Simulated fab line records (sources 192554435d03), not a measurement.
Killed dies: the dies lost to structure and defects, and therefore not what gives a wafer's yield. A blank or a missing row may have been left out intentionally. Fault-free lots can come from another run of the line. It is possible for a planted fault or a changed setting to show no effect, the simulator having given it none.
Comparing a struck lot with a sound one | flow n5 finfet | 22 steps out of a route of 1938
Sound: the wafers L416.3, L416.5, L416.6. Wafers L422.3, L422.4, L422.5 were the ones struck. The cause is named last.
For every step that has rows: the tool of each side, followed by ch and its chambers, followed by its first start. Under that, the readings that differ: sound wafers | struck wafers | difference of the means | sigmas: that difference in standard deviations of wafers without a fault.
alike: readings with means less than 2 such deviations apart, plus words and numbers identical on both sides. not compared: withheld readings, readings lacking a value on some wafer, bounds such as >300 that could conceal the same value, and numbers that have no deviation in the record and whose values overlap.
Wherever a step has rows on one side only, a row that says differs or no value, or a row with sigmas, the two part there. Numbers that don't overlap but have no deviation are shown without sigmas and don't part them. A reading that every wafer of one side lacks parts them only if that side has two wafers or more.

first, 8 steps without rows for these wafers: N5_BEOL_M10_PRE_CLEAN_55 (time 15 s); N5_BEOL_M10_DEP_56 (deposits SiCN from 3MS/NH3, target thk 15 nm, time 26.5 s); N5_BEOL_M11_ILD_DEP_00 (deposits SiCOH lowk from DEMS/porogen, target thk 308.51 nm, time 58 s); N5_BEOL_M11_CURE_71 (cures SiCOH lowk, time 240 s); N5_BEOL_M11_PECVD_70 (deposits SiO2 from TEOS/O2, target thk 20 nm, time 22.7 s); N5_BEOL_M11_HM_DEP_02 (deposits TiN, target thk 20 nm); N5_BEOL_M11_COAT_59 (time 60 s, resist thk 100 nm); N5_BEOL_M11_COAT_60 (time 60 s, resist thk 30 nm).
N5_BEOL_M11_COAT_05: resist thk 90 nm.
  sound on litho track-01 ch 0, day 13 14:29; struck on litho track-01 ch 0, day 14 13:46
  reading                                       | sound                | struck               | difference | sigmas
  spin speed rpm (rpm)                          | 1500.5 1499.9 1500.9 | 2059.4 2058.6 2057.9 | +558.2     | +99 or more
  model.CAR-ArF_of_BEOL_M11_COAT_05.thk nm (nm) | 90.2 90 90.6         | 76.8 77 76.8         | -13.4      |
then, 6 steps without rows for these wafers: N5_BEOL_M11_EBR_07; N5_BEOL_M11_SOFTBAKE_06 (time 60 s); N5_BEOL_M11_EXPOSE_08 (exposes mask M11); N5_BEOL_M11_PEB_09 (peb time 60 s); N5_BEOL_M11_DEVELOP_10 (develop time 30 s); N5_BEOL_M11_DESCUM_16 (chemistry O2, time 7.9 s).
N5_BEOL_M11_ETCH_61: etches SiARC in CF4, target depth 39 nm, time 65 s.
  sound on rie diel-01 ch 1,2, day 13 15:02; struck on rie diel-06 ch 0,1,2, day 14 14:08
  reading                                       | sound        | struck         | difference | sigmas
  model.CAR-ArF_of_BEOL_M11_COAT_05.thk nm (nm) | 55.6 55.6 56 | 42.4 42.2 42.2 | -13.5      |
  alike: drypump motor current A, etch rf on time s, mfc ar sccm, oes product au, rf vpp V, showerhead plenum p Torr, throttle valve pct
  not compared: rf hours counter h, model.BEOL_M11.cd offset nm
then, 3 steps without rows for these wafers: N5_BEOL_M11_ETCH_62 (etches SOC in N2/H2, target depth 110 nm, overetch 22 nm, time 165 s); N5_BEOL_M11_STRIP_68 (strips in N2/H2); N5_BEOL_M11_STRIP_67 (strips in CF4).
N5_BEOL_M11_HM_OPEN_17: chemistry Cl2/BCl3, target TiN, target depth 20 nm, overetch 6 nm.
  sound on rie metal-01 ch 1, day 13 15:20; struck on rie metal-01 ch 0,1, day 14 14:24
  reading                          | sound          | struck         | difference | sigmas
  oes product au (a.u.)            | 0.58 0.58 0.59 | 0.59 0.82 0.83 | +0.16      | +2
  model.BEOL_M11.cd offset nm (nm) | 0.2 0 -0.2     | 1 0.6 0.8      | +1         |
  alike: drypump motor current A, mfc ar sccm, throttle valve pct
  not compared: rf hours counter h
then, 2 steps without rows for these wafers: N5_BEOL_M11_STRIP_19 (strips in O2); N5_PASSIVATION_PROBE_49.

== WHERE THEY PART ==
First at N5_BEOL_M11_COAT_05; last, within this record, at N5_BEOL_M11_HM_OPEN_17.

WHY: what had been put in by the simulator
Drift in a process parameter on litho track-01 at N5_BEOL_M11_COAT_05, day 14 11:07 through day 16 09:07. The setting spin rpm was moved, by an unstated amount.
